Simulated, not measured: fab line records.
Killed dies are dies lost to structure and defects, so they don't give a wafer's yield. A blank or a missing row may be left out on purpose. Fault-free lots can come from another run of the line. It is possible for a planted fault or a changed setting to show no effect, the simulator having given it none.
Which tool is to blame? | flow n5Finfet | 24 lots, 72 wafers sampled, at 3 steps of a route of 1938

== WHAT THE GAUGES SHOWED, per wafer ==
N5_BEOL_M4_THK_MEAS_01.
lot  | measured     | on           | M4_ILD_THK (nm)
L074 | day 8 02:03  | filmMetro-01 | 79.0 80.3 80.1
L075 | day 8 03:20  | filmMetro-01 | 78.1 78.6 79.1
L076 | day 8 03:54  | filmMetro-01 | 78.0 78.2 78.7
L077 | day 8 11:41  | filmMetro-01 | 77.6 79.2 78.6
L078 | day 8 15:30  | filmMetro-02 | 80.0 79.7 79.1
L079 | day 8 15:32  | filmMetro-02 | 78.7 78.1 80.0
L080 | day 9 06:15  | filmMetro-02 | 78.5 78.3 80.6
L081 | day 9 09:22  | filmMetro-01 | 77.9 78.9 80.0
L082 | day 10 00:32 | filmMetro-01 | 79.1 80.0 78.6
L083 | day 10 03:11 | filmMetro-02 | 78.7 79.1 80.1
L084 | day 10 12:41 | filmMetro-02 | 78.3 79.4 80.0
L085 | day 10 13:09 | filmMetro-01 | 78.3 79.6 79.2
L087 | day 10 15:50 | filmMetro-02 | 78.5 78.0 79.3
L086 | day 10 19:36 | filmMetro-01 | 77.7 79.6 80.7
L088 | day 11 02:32 | filmMetro-01 | 79.0 79.3 79.3
L089 | day 11 02:39 | filmMetro-01 | 79.2 79.1 80.8
L090 | day 11 07:35 | filmMetro-01 | 77.3 77.8 79.4
L092 | day 11 19:23 | filmMetro-02 | 77.8 78.1 79.9
L091 | day 12 08:49 | filmMetro-01 | 78.9 78.6 78.7
L093 | day 12 12:10 | filmMetro-02 | 78.8 78.9 80.3
L094 | day 12 19:19 | filmMetro-01 | 79.4 77.7 79.7
L095 | day 12 20:13 | filmMetro-01 | 77.8 77.9 79.0
L096 | day 13 03:01 | filmMetro-01 | 78.9 80.1 80.6
L097 | day 13 10:31 | filmMetro-01 | 79.7 80.3 79.8

== WHAT TOOL EACH LOT RAN ON (gives the tool, then ch and the chambers of the sampled wafers, and finally the start) ==
lot  | N5_BEOL_M3_SPUTTER_96       | N5_BEOL_M3_ANNEAL_51
L074 | pvdSputter-02, day 8 00:52  | rtpAnneal-02 ch 0, day 8 01:10
L075 | pvdSputter-01, day 8 02:09  | rtpAnneal-01 ch 0, day 8 02:26
L076 | pvdSputter-02, day 8 02:43  | rtpAnneal-01 ch 0, day 8 02:57
L077 | pvdSputter-01, day 8 10:29  | rtpAnneal-02 ch 0, day 8 10:41
L078 | pvdSputter-01, day 8 14:06  | rtpAnneal-02 ch 0, day 8 14:26
L079 | pvdSputter-03, day 8 14:19  | rtpAnneal-01 ch 0, day 8 14:35
L080 | pvdSputter-01, day 9 04:49  | rtpAnneal-01 ch 0, day 9 05:04
L081 | pvdSputter-03, day 9 08:11  | rtpAnneal-01 ch 0, day 9 08:23
L082 | pvdSputter-01, day 9 23:21  | rtpAnneal-02 ch 0, day 9 23:32
L083 | pvdSputter-01, day 10 02:01 | rtpAnneal-02 ch 0, day 10 02:13
L084 | pvdSputter-03, day 10 11:17 | rtpAnneal-01 ch 0, day 10 11:32
L085 | pvdSputter-01, day 10 11:49 | rtpAnneal-01 ch 0, day 10 12:13
L087 | pvdSputter-01, day 10 14:28 | rtpAnneal-02 ch 0, day 10 14:52
L086 | pvdSputter-02, day 10 18:11 | rtpAnneal-02 ch 0, day 10 18:40
L088 | pvdSputter-01, day 11 01:21 | rtpAnneal-02 ch 0, day 11 01:41
L089 | pvdSputter-03, day 11 01:29 | rtpAnneal-01 ch 0, day 11 01:40
L090 | pvdSputter-02, day 11 06:25 | rtpAnneal-02 ch 0, day 11 06:37
L092 | pvdSputter-01, day 11 18:03 | rtpAnneal-02 ch 0, day 11 18:22
L091 | pvdSputter-03, day 12 07:37 | rtpAnneal-01 ch 0, day 12 07:50
L093 | pvdSputter-01, day 12 10:59 | rtpAnneal-01 ch 0, day 12 11:11
L094 | pvdSputter-03, day 12 18:01 | rtpAnneal-02 ch 0, day 12 18:13
L095 | pvdSputter-01, day 12 19:02 | rtpAnneal-01 ch 0, day 12 19:16
L096 | pvdSputter-03, day 13 01:47 | rtpAnneal-02 ch 0, day 13 02:02
L097 | pvdSputter-02, day 13 09:20 | rtpAnneal-02 ch 0, day 13 09:40
- N5_BEOL_M3_SPUTTER_96: material Cu, target thk 4.5 nm, time 8.29 s.
- N5_BEOL_M3_ANNEAL_51: time 90 s.

== AS READ BY THE TOOLS THEMSELVES (means over the sampled wafers that have a number; for cases with no such wafer, the mark the record gives instead) ==
N5_BEOL_M3_SPUTTER_96.
lot  | tool          | throttleValvePct (%)
L074 | pvdSputter-02 | 30.0
L075 | pvdSputter-01 | 30.4
L076 | pvdSputter-02 | 30.2
L077 | pvdSputter-01 | 30.0
L078 | pvdSputter-01 | 30.5
L079 | pvdSputter-03 | 31.2
L080 | pvdSputter-01 | 30.7
L081 | pvdSputter-03 | 31.3
L082 | pvdSputter-01 | 30.0
L083 | pvdSputter-01 | 30.3
L084 | pvdSputter-03 | 31.2
L085 | pvdSputter-01 | 30.9
L087 | pvdSputter-01 | 30.1
L086 | pvdSputter-02 | 30.0
L088 | pvdSputter-01 | 30.8
L089 | pvdSputter-03 | 31.0
L090 | pvdSputter-02 | 30.5
L092 | pvdSputter-01 | 29.9
L091 | pvdSputter-03 | 31.0
L093 | pvdSputter-01 | 30.5
L094 | pvdSputter-03 | 30.9
L095 | pvdSputter-01 | 30.0
L096 | pvdSputter-03 | 30.6
L097 | pvdSputter-02 | 30.0

N5_BEOL_M3_ANNEAL_51.
lot  | tool         | wafer_temp_C_max
L074 | rtpAnneal-02 | 226.1
L075 | rtpAnneal-01 | 225.6
L076 | rtpAnneal-01 | 225.6
L077 | rtpAnneal-02 | 226.2
L078 | rtpAnneal-02 | 226.2
L079 | rtpAnneal-01 | 225.5
L080 | rtpAnneal-01 | 225.8
L081 | rtpAnneal-01 | 225.5
L082 | rtpAnneal-02 | 226.0
L083 | rtpAnneal-02 | 226.2
L084 | rtpAnneal-01 | 225.6
L085 | rtpAnneal-01 | 225.4
L087 | rtpAnneal-02 | 226.1
L086 | rtpAnneal-02 | 225.8
L088 | rtpAnneal-02 | 226.3
L089 | rtpAnneal-01 | 225.5
L090 | rtpAnneal-02 | 225.9
L092 | rtpAnneal-02 | 226.0
L091 | rtpAnneal-01 | 225.6
L093 | rtpAnneal-01 | 225.5
L094 | rtpAnneal-02 | 226.0
L095 | rtpAnneal-01 | 225.7
L096 | rtpAnneal-02 | 226.1
L097 | rtpAnneal-02 | 226.3

== THE ANSWER, worked out from the rows above alone ==
Rule: what is usual is taken from the lots themselves. The widest of any qualifying gaps counts: lots, ordered by their means at a reading, are off when they make up no more than a third of the lots, leave a main group of 4 or more, and stand apart from it by 3 or more times the standard deviation of that group's means. A main group is skipped when, at the precision printed for the reading in the tables above, its means are all equal. A lot without any number at a reading at which 4 lots or more have one is off too. Any other lot the step has rows for is counted as sound. The gauges are gone through in route order, then the tools' own readings, and for those a lot's mean is taken as printed above. At the first step where some lot is off, the reading lying furthest off is the one used; lots without a number count as furthest.
Across all readings shown, no lot is off: no conclusion can be drawn from this.

== WHAT THE SIMULATOR PUT IN ==
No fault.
